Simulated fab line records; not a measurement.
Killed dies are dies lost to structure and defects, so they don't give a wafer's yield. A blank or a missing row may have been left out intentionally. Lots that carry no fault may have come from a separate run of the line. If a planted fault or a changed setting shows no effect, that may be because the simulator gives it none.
Matching of chambers | flow n5Finfet | aldSin-03 running N5_SD_EPI_N_LINER_46: 4 sister chambers
The step material SiNx, target thk 3 nm. 8 wafers are shown with their chamber, then 9 later ones without.

EACH WAFER AND ITS CHAMBER
wafer  | chamber | heaterPowerOuterW (W) | heaterPowerW (W)
L083.6 | 3       | 610                   | 973
L084.6 | 2       | 514                   | 846
L091.2 | 3       | 628                   | 962
L091.4 | 0       | 504                   | 805
L091.5 | 1       | 541                   | 881
L092.1 | 0       | 504                   | 796
L092.2 | 2       | 515                   | 851
L092.5 | 1       | 558                   | 910

WAFERS WHOSE CHAMBER IS MISSING
wafer  | heaterPowerOuterW (W) | heaterPowerW (W)
L093.2 | 540                   | 893
L093.4 | 504                   | 877
L093.5 | 521                   | 803
L095.2 | 606                   | 995
L095.3 | 512                   | 796
L095.5 | 628                   | 972
L097.2 | 517                   | 874
L097.3 | 558                   | 914
L097.5 | 576                   | 899

THE CHAMBER EACH PASSED THROUGH
wafer  | from the rows above     | in truth
L093.2 | 1                       | 1
L093.4 | 2                       | 2
L093.5 | 0                       | 0
L095.2 | 3                       | 3
L095.3 | 0                       | 0
L095.5 | 3                       | 3
L097.2 | can't be placed: 2 or 1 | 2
L097.3 | 1                       | 1
L097.5 | 1                       | 1
Correctly placed: 8 of 9. From these rows, 1 cannot be placed; in 1 the true chamber is one of the candidates. Placed wrongly: 0.
How it was worked out, from the rows above alone: a wafer's distance from a chamber is the root of the sum, over the readings, of the square of ((its reading less the chamber's mean) divided by the reading's scatter). If the next closest chamber is less than 2 further off than the closest, the wafer can't be placed; otherwise it belongs to the closest. For every chamber, the mean is computed from those of its wafers that are shown. How the scatter is found: for the shown wafers, subtract from each reading the mean of its chamber, square and add these, divide the total by (wafers less chambers), then take the root.
